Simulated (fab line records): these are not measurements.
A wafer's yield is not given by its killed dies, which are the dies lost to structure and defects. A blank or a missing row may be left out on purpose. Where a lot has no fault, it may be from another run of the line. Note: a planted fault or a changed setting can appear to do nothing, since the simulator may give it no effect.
fab line records	flow n5-finfet
record: lots: 4	wafers: 12	last-day: 20
route steps=1938 shown FIN_SAQP@108 BEOL_M4@1111
lots that met no fault: from a run of the same line without faults
start-h: start of the lot's first displayed wafer, in hours after the record's first day	wait-h: how many hours have passed since the lot's step before this one	" identical to the entry in the row above	L1.1+2: one row covering several wafers at once	- no value, or no start was given	* or withheld: withheld	< > ~ a bound
route shown NAME@n: NAME is a module with steps in the file, n the number in the route of the first one	usual: mean and standard deviation over wafers with no fault	same: alike in all rows	chamber/n: place in a boat	sites: each site's reading	_std_site: standard deviation of those values	_edge_site: the outer-site mean with the inner-site mean subtracted	radius-mm: how far each site lies from the wafer's centre	mask NAME#n: copy n	behind: the tool/chamber that last shaped the wafer	hold: reason for holding the lot/hours on hold/outcome of the hold	device: names the non-switching transistor (n, p or np)	end of line: tests run on the same wafers once the route is complete	where a step has no rows: the recipe by itself	killed: at the first sort, the dies lost to defects and structure; wafer yield is something else	map: shows each die of a wafer: x if killed, . if not, _ if none is there
set.NAME: the setting that was run; set.NAME@STEP: the one run at that earlier step	model.NAME: the simulator's own value behind a step, which no gauge read
lots at selected steps of the route; one table per step, one row per wafer
services: from which hour (start-h, from the record's first day; less than 0 if before it) a tool's chamber was out of use, for how many hours, and why
== steps ==
step: N5_FIN_SAQP_EXPOSE_13
recipe: mask-id: FIN_CORE	na: 1.35	source-shape: dipole	sigma-inner: 0.538	sigma-outer: 0.738	polarization: te	target-cd-nm: 35.6	dose-mj: 63.25
step: N5_FIN_SAQP_PEB_14
recipe: peb-temp-c: withheld	peb-time-s: 60	resist: CAR-ArF
step: N5_FIN_SAQP_DEVELOP_15
recipe: develop-time-s: 30	developer: TMAH	resist: CAR-ArF	dev-temp-c: 23	rinse-liquid: diw	dry: air-spin
step: N5_FIN_SAQP_DESCUM_21
recipe: chemistry: O2	time-s: 7.9	source-power-w: 50	bias-power-w: 20	pressure-mtorr: 20	rf-frequency-hz: 2.712e+07	temp-c: 40	resist: CAR-ArF	o2-flow-sccm: 225
step: N5_FIN_SAQP_ETCH_51
recipe: chemistry: CF4	target: SiARC	target-depth-a: 455	mask-material: CAR-ArF	time-s: 75.8	ion-energy-ev: 80	pressure-mtorr: 40	source-w: 545	bias-w: 36	Ar_flow_sccm: 100	cf4-flow-sccm: 100	ends: cleared
step: N5_FIN_SAQP_ETCH_52
recipe: chemistry: N2/H2	target: SOC	target-depth-a: 1000	overetch-a: 200	mask-material: SiARC	temp-c: 40	time-s: 150	ion-energy-ev: 200	pressure-mtorr: 30	source-w: 840	bias-w: 150	n2-flow-sccm: 200	h2-flow-sccm: 200	ends: end-point
step: N5_FIN_SAQP_STRIP_53
recipe: chemistry: N2/H2	temp-c: 40	n2-flow-sccm: 200	h2-flow-sccm: 200	rf-frequency-hz: 6e+07
step: N5_FIN_SAQP_HM_OPEN_73
recipe: chemistry: CHF3/O2	target: SiO2	stop-on: a-Si	target-depth-a: 120	over-etch-frac: 1.8	mask-material: SOC	time-s: 16.8	pressure-mtorr: 30	source-w: 650	bias-w: 170	Ar_flow_sccm: 200	CHF3_flow_sccm: 50	O2_flow_sccm: 5	ion-energy-ev: 200	ends: end-point
step: N5_FIN_SAQP_STRIP_74
recipe: chemistry: CHF3/O2	resist: SiARC	rf-frequency-hz: 6e+07
step: N5_FIN_SAQP_MANDREL_ETCH_22
recipe: target-depth-a: 600	chemistry: HBr/Cl2	target: a-Si	stop-on: SiNx	bt-time-s: 10	over-etch-frac: 0.5	time-s: 30	pressure-mtorr: 10	icp-w: 800	bias-w: 75	HBr_flow_sccm: 150	Cl2_flow_sccm: 80	ends: end-point
usual: drypump-motor-current-A: 5.8/0.46	oes-product-au: 0.767/0.015	rf-fwd-power-W: 795.4/2.8	throttle-valve-pct: 35.3/0.41
lot.wafer	tool	chamber	start-h	wait-h	drypump-motor-current-A	oes-product-au	rf-fwd-power-W	rf-hours-counter-h	throttle-valve-pct	model.SOC_of_FIN_SAQP_COAT_49.thk-nm	model.SiNx_of_FIN_SAQP_PECVD_48.thk-nm
L196.1	rie-si-03	2	58.15	0.0	6.5	0.757	793.1	30	35.1	74.9	24.86
L196.3	"	0	"	"	5.9	0.768	797.8	16	35.4	75.7	24.3
L196.6	"	3	"	"	5.4	0.745	795.8	-	34.9	75.9	25.62
L202.1	rie-si-03	0	95.07	0.0	5.9	0.777	988.9	16	35.4	74.36	23.61
L202.5	"	2	"	"	6.5	0.752	787.8	-	35.0	75.73	25.05
L202.6	"	1	"	"	5.9	0.773	797.6	-	35.4	76.25	24.85
L203.3	rie-si-06	0	99.39	0.0	4.8	0.795	794.2	9	35.4	76	25.07
L203.4	"	1	"	"	6.2	0.778	795.9	114	35.7	76.54	25.21
L203.5	"	3	"	"	6.3	0.781	793.9	-	35.3	76.58	25.54
L204.1	rie-si-03	1	105.50	0.0	5.9	0.782	798.4	2	35.3	76.78	24.54
L204.3	"	0	"	"	5.9	0.780	990.8	17	35.5	74.47	24.22
L204.4	"	2	"	"	6.5	0.761	795.6	30	35.1	75.83	24.83
step: N5_FIN_SAQP_STRIP_55
recipe: chemistry: N2/H2	power-w: 500	temp-c: 40	pressure-mtorr: 50	rf-frequency-hz: 6e+07	overash-fraction: 0.3	bias-power-w: 28	h2-frac: 0.5	n2-flow-sccm: 300	h2-flow-sccm: 300
step: N5_FIN_SAQP_STRIP_23
recipe: chemistry: SPM	time-s: 750	temp-c: 130	h2so4-h2o2-vol-ratio: 4
step: N5_FIN_SAQP_SRD_66
recipe: dry: ipa-marangoni	time-s: 30	temp-c: 23	rinse-liquid: diw
step: N5_FIN_SAQP_RECESS_75
recipe: chemistry: HF/NH3	target: SiO2	target-depth-a: 144	afs-cycles: 3	temp-c: 30	sublimation-temp-c: 180	sublimation-time-s: 60
step: N5_FIN_SAQP_SPACER1_ALD_24
recipe: material: SiO2	target-thk-a: 203	temp-c: 300	ald-precursor-family: BDEAS	ald-co-reactant: O2-plasma	pulse-time-s: 1	purge-time-s: 2	co-reactant-purge-time-s: 2	ald-cycles: 218	pressure-torr: 2
step: N5_FIN_SAQP_SPACER1_ETCHBACK_25
recipe: chemistry: CHF3/O2	mode: anisotropic-etchback	target: SiO2	target-depth-a: 244	time-s: 12.2	pressure-mtorr: 30	source-w: 650	bias-w: 170	Ar_flow_sccm: 200	CHF3_flow_sccm: 50	O2_flow_sccm: 5	ion-energy-ev: 200
step: N5_FIN_SAQP_MANDREL1_REMOVE_56
recipe: chemistry: HBr/Cl2/O2	bt-time-s: 10	target: a-Si	stop-on: SiNx	endpoint: OES-SiCl	over-etch-frac: 1	icp-w: 600	bias-w: 22	HBr_flow_sccm: 150	Cl2_flow_sccm: 80	O2_flow_sccm: 5	pressure-mtorr: 10
step: N5_FIN_SAQP_ETCH_57
recipe: chemistry: CH3F/O2	target: SiNx	mask-material: SiO2	target-depth-a: 325	time-s: 46.4	pressure-mtorr: 30	source-w: 395	bias-w: 73	Ar_flow_sccm: 150	CH3F_flow_sccm: 30	O2_flow_sccm: 20	ion-energy-ev: 120	ends: cleared
usual: drypump-motor-current-A: 5.68/0.21	etch-rf-on-time-s: 46.8/1.3	oes_f_703_au: 0.77/0.062	oes-product-au: 0.65/0.047	rf-fwd-power-W: 388.5/1.9	rf-vpp-V: 296/9.9	showerhead-plenum-p-Torr: 2.00/0.059	throttle-valve-pct: 16.42/0.14
lot.wafer	tool	chamber	start-h	wait-h	drypump-motor-current-A	etch-rf-on-time-s	oes_f_703_au	oes-product-au	rf-fwd-power-W	rf-hours-counter-h	rf-vpp-V	showerhead-plenum-p-Torr	throttle-valve-pct	model.etch.depth-nm
L196.1	rie-diel-01	1	61.12	0.0	5.54	44.8	0.86	0.78	389.9	27	316	2.12	16.28	24.86
L196.3	"	2	"	"	5.66	46.6	0.73	0.66	387.8	121	310	2.01	16.67	24.3
L196.6	"	2	"	"	5.64	48.7	0.72	0.67	387.7	-	309	2.01	16.68	25.62
L202.1	rie-diel-01	0	97.80	0.0	5.75	43.9	0.88	0.73	387.1	63	281	1.95	16.23	23.61
L202.5	"	2	"	"	5.63	47.7	0.72	0.66	391.2	-	310	2.01	16.71	25.05
L202.6	"	3	"	"	5.86	47.4	0.68	0.59	392.4	-	307	1.97	16.26	24.85
L203.3	rie-diel-03	2	101.16	0.0	5.96	47.8	0.76	0.65	389.4	146	297	2.08	16.38	25.07
L203.4	"	0	"	"	5.54	45.5	0.77	0.63	386.3	-	285	1.99	16.37	25.21
L203.5	"	1	"	"	5.78	47.8	0.87	0.70	386.4	-	283	1.95	16.48	25.54
L204.1	rie-diel-03	2	107.51	0.0	5.94	47.3	0.76	0.64	384.9	148	298	2.08	16.36	24.54
L204.3	"	0	"	"	5.54	44.4	0.76	0.62	388.6	177	287	1.99	16.37	24.22
L204.4	"	0	"	"	5.55	45.1	0.76	0.63	387.2	-	286	1.99	16.35	24.83
step: N5_FIN_SAQP_ETCH_65
recipe: chemistry: CF4	target: SiO2	target-depth-a: 40	ion-energy-ev: 350	time-s: 4.4	pressure-mtorr: 10	icp-w: 800	bias-w: 400	cf4-flow-sccm: 80
step: N5_BEOL_M4_RC_MEAS_101
usual: DIBL_N: 36.1/2.3	DIBL_P: 36/3.2	IOFF_N: 0.16/0.045	IOFF_P: 0.21/0.049	ION_N: 674/14	ION_P: 462/8.4	SS_N: 71.6/0.83	SS_P: 73.2/0.87	VT_N: 249/3.8	VT_P: -250/3.4
lot.wafer	tool	chamber	start-h	wait-h	DIBL_N[mV/V]	DIBL_P[mV/V]	IOFF_N[nA/um]	IOFF_P[nA/um]	ION_N[uA/um]	ION_P[uA/um]	SS_N[mV/dec]	SS_P[mV/dec]	VT_N[mV]	VT_P[mV]
L196.1	prober-02	0	277.54	0.0	35.4	34	0.16	0.17	680	456	71.3	72.7	249	-253
L196.3	"	0	"	"	34.4	35	0.15	0.20	681	465	70.9	72.7	247	-251
L196.6	"	0	"	"	34.6	35	0.14	0.18	670	453	71.6	72.9	248	-253
L202.1	prober-02	0	297.13	0.0	32.9	32	0.10	0.15	648	454	70.0	72.0	254	-256
L202.5	"	0	"	"	35.3	35	0.13	0.18	676	466	71.2	72.4	253	-250
L202.6	"	0	"	"	38.4	37	0.19	0.23	682	469	71.9	73.2	249	-250
L203.3	prober-02	0	345.12	0.3	35.7	35	0.15	0.21	677	469	71.4	73.9	248	-246
L203.4	"	0	"	"	35.0	34	0.14	0.19	658	451	71.9	72.7	248	-251
L203.5	"	0	"	"	35.6	35	0.14	0.22	662	462	72.0	74.3	248	-250
L204.1	prober-02	0	347.66	0.0	37.6	39	0.17	0.29	661	465	71.7	74.3	250	-246
L204.3	"	0	"	"	35.5	33	0.13	0.18	664	458	71.2	72.5	253	-253
L204.4	"	0	"	"	34.3	30	0.10	0.13	633	437	71.1	72.3	259	-259
== services ==
tool	chamber	start-h	hours	kind
rie-diel-01	-	34.96	2.1	repair
rie-diel-01	0	54.23	13.5	repair
rie-si-03	-	55.34	0.1	repair
rie-diel-03	0	56.45	17.9	repair
rie-diel-03	3	73.73	36.7	repair
== key ==
first-sign: step: N5_FIN_SAQP_MANDREL_ETCH_22	reading: rf-fwd-power-W	direction: up	sigmas: 69	usual: *	struck: *
effect none on later readings
model-effect: step: N5_FIN_SAQP_MANDREL_ETCH_22	value: SOC_of_FIN_SAQP_COAT_49.thk-nm	without: 76.61	struck: 74.42
model-effect: step: N5_FIN_SAQP_ETCH_57	value: etch.depth-nm	without: 25.12	struck: 23.91
met-at N5_FIN_SAQP_MANDREL_ETCH_22
struck-wafers L202.1,L204.3
onset-between 58.15 95.07
fault: kind: process-parameter-drift	tool: rie-si-03	chamber: 0	onset-h: 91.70	steps: N5_FIN_SAQP_MANDREL_ETCH_22	channel: icp-w	offset: 192	shape: step	end-h: 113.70	acts-in: these-recipes-only	stated: 800
